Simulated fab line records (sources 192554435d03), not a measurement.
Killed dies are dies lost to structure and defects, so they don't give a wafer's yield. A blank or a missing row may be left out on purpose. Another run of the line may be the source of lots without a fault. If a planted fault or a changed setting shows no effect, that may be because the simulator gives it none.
Lot-split experiment    flow n5-finfet    on a route of 1938 steps: 7 lots, 21 wafers read

THE SPLIT ITSELF
At N5_FIN_CUT_EXPOSE_05 (exposes mask FIN CUT), the setting dose-mj was moved away from the recipe's 45.75 on 4 of the 21 wafers read, by -5.9% to +4.3%. This setting was run at the recipe's value on the other wafers.

FROM THE SPLIT TO THE READING: what the file shows between them, 2 steps
- N5_FIN_CUT_PEB_06: peb time 60 s
- N5_FIN_CUT_DEVELOP_07: develop time 30 s

THE READING
cd-nm, in nm, at N5_FIN_CUT_CD_MEAS_08 (target cd 29.1 nm). Fault-free wafers of this fab line usually give 29.22 nm, standard deviation 0.24 nm.

wafer   tool, chamber at the split  dose-mj as run  against the recipe  cd-nm, nm  against lot-mates on the recipe
L076.1  euv-scanner-01, 0           45.75           recipe              29.23      -
L076.3  euv-scanner-01, 0           45.75           recipe              29.11      -
L076.4  euv-scanner-01, 0           45.75           recipe              29.15      -
L083.1  euv-scanner-01, 0           45.75           recipe              29.38      -
L083.3  euv-scanner-01, 0           45.75           recipe              29.36      -
L083.4  euv-scanner-01, 0           45.75           recipe              29.48      -
L084.1  euv-scanner-01, 0           45.75           recipe              29.01      -
L084.3  euv-scanner-01, 0           45.75           recipe              28.88      -
L084.5  euv-scanner-01, 0           45.75           recipe              28.76      -
L086.1  euv-scanner-01, 0           45.75           recipe              29.11      -
L086.2  euv-scanner-01, 0           45.75           recipe              29.11      -
L086.6  euv-scanner-01, 0           43.05           -5.9%               27.88      -1.23
L090.1  euv-scanner-02, 0           46.87           +2.4%               29.66      +0.51
L090.4  euv-scanner-02, 0           45.75           recipe              29.15      -
L090.6  euv-scanner-02, 0           46.87           +2.4%               29.63      +0.48
L096.1  euv-scanner-02, 0           45.75           recipe              29.02      -
L096.3  euv-scanner-02, 0           45.75           recipe              28.85      -
L096.4  euv-scanner-02, 0           47.71           +4.3%               29.76      +0.82
L097.2  euv-scanner-02, 0           45.75           recipe              29.33      -
L097.4  euv-scanner-02, 0           45.75           recipe              29.30      -
L097.5  euv-scanner-02, 0           45.75           recipe              29.40      -

FIT RESULTS
A straight line over all 21 wafers: cd-nm changes by +0.193 nm for each +1% of dose-mj; r = +0.87; the points scatter about the line by 0.2 nm.
The same after taking each lot's own level away (the mean of its wafers on the recipe; 21 wafers): +0.203 nm for each +1%; r = +0.99; scatter 0.061 nm.
Per that fit: largest dose-mj move, reading shift of 1.2 nm.
The lots' own levels span 28.883 to 29.407 nm, that is 2.2 times the standard deviation above.
Hence the lot-to-lot level has little effect on the slope; both slopes agree.
Check: with one of the wafers moved furthest among these (-5.9%) left out of the fit, the line predicts -1.16 nm for it against its lot-mates. Against them it came out at -1.23 nm.

THE WHOLE CHAIN: every reading that the file lists as answering this split, in the file's order
step                   what it does                                                 reading                                                                change (the file's fit)                r (the file's)
N5_FIN_CUT_CD_MEAS_08  target cd 29.1 nm                                            cd-nm                                                                  +0.202 nm for each +1% of the setting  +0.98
N5_FIN_CUT_ETCH_30     etches underlayer in N2/H2, target depth 13 nm, time 10.4 s  FIN_CUT.cd-offset-nm (the simulator's own value, which no gauge read)  +0.196 nm for each +1% of the setting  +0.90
N5_FIN_CUT_ETCH_20     etches SiARC in CF4, target depth 26 nm, time 43.3 s         FIN_CUT.cd-offset-nm (the simulator's own value, which no gauge read)  +0.189 nm for each +1% of the setting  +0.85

FILE'S OWN FIT
cd-nm changes by +0.202 nm for each +1% of dose-mj, r = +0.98.
